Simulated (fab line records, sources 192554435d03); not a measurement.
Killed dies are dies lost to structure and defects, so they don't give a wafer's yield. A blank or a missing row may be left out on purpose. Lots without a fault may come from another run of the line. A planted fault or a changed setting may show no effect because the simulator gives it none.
Chamber matching | flow n5_finfet | N5_BEOL_M15_DESCUM_15 on rie_diel-01: 4 sister chambers
The step chemistry O2, time 7.9 s. 16 wafers are shown with their chamber, then 8 later ones without.

WAFERS WITH THEIR CHAMBER
wafer  | chamber | drypump_motor_current_A (A) | showerhead_plenum_p_Torr (Torr) | throttle_valve_pct (%)
L075.2 | 1       | 6.1                         | 2.05                            | 20.68
L075.5 | 1       | 6.1                         | 2.05                            | 20.68
L075.6 | 0       | 6.2                         | 1.98                            | 20.62
L074.1 | 0       | 6.2                         | 1.98                            | 20.61
L074.2 | 1       | 6.1                         | 2.05                            | 20.68
L074.3 | 2       | 5.3                         | 2.05                            | 20.40
L078.2 | 0       | 6.2                         | 1.97                            | 20.63
L078.3 | 3       | 5.6                         | 2.17                            | 20.76
L078.4 | 2       | 5.2                         | 2.05                            | 20.40
L082.1 | 2       | 5.2                         | 2.05                            | 20.40
L082.4 | 3       | 5.6                         | 2.16                            | 20.76
L082.5 | 1       | 6.1                         | 2.05                            | 20.69
L086.1 | 2       | 5.2                         | 2.05                            | 20.43
L086.2 | 3       | 5.6                         | 2.16                            | 20.79
L086.4 | 2       | 5.2                         | 2.05                            | 20.42
L088.1 | 1       | 6.1                         | 2.05                            | 20.33

SIGNATURES (means of the wafers above)
reading                  | chamber 0 | chamber 1 | chamber 2 | chamber 3 | scatter within a chamber
drypump_motor_current_A  | 6.200     | 6.100     | 5.220     | 5.600     | 0.0258
showerhead_plenum_p_Torr | 1.9767    | 2.0500    | 2.0500    | 2.1633    | 0.00333
throttle_valve_pct       | 20.6200   | 20.6120   | 20.4100   | 20.7700   | 0.0918
Rule: a wafer's distance from a chamber is the root of the sum, over the readings, of the square of ((its reading less the chamber's mean) divided by the reading's scatter). The wafer belongs to the nearest chamber; if the next one is less than 2 further off, it can't be placed. The scatter: the root of (the sum of the squares of (reading less its chamber's mean) over the shown wafers, divided by (wafers less chambers)).

WAFERS WITHOUT THEIR CHAMBER
wafer  | drypump_motor_current_A (A) | showerhead_plenum_p_Torr (Torr) | throttle_valve_pct (%)
L088.2 | 5.2                         | 2.04                            | 20.43
L088.4 | 5.2                         | 2.04                            | 20.43
L094.1 | 6.2                         | 2.23                            | 20.14
L094.3 | 6.1                         | 2.04                            | 20.35
L094.5 | 6.2                         | 2.23                            | 20.14
L095.3 | 6.2                         | 2.23                            | 20.15
L095.4 | 6.1                         | 2.04                            | 20.34
L095.5 | 5.2                         | 2.04                            | 20.48

WHICH CHAMBER EACH WENT THROUGH
wafer  | from the rows above | in truth
L088.2 | 2                   | 2
L088.4 | 2                   | 2
L094.1 | 3                   | 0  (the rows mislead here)
L094.3 | 1                   | 1
L094.5 | 3                   | 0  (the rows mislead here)
L095.3 | 3                   | 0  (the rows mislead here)
L095.4 | 1                   | 1
L095.5 | 2                   | 2
Placed correctly: 5 of 8. Can't be placed from these rows: 0. Placed wrongly: 3.
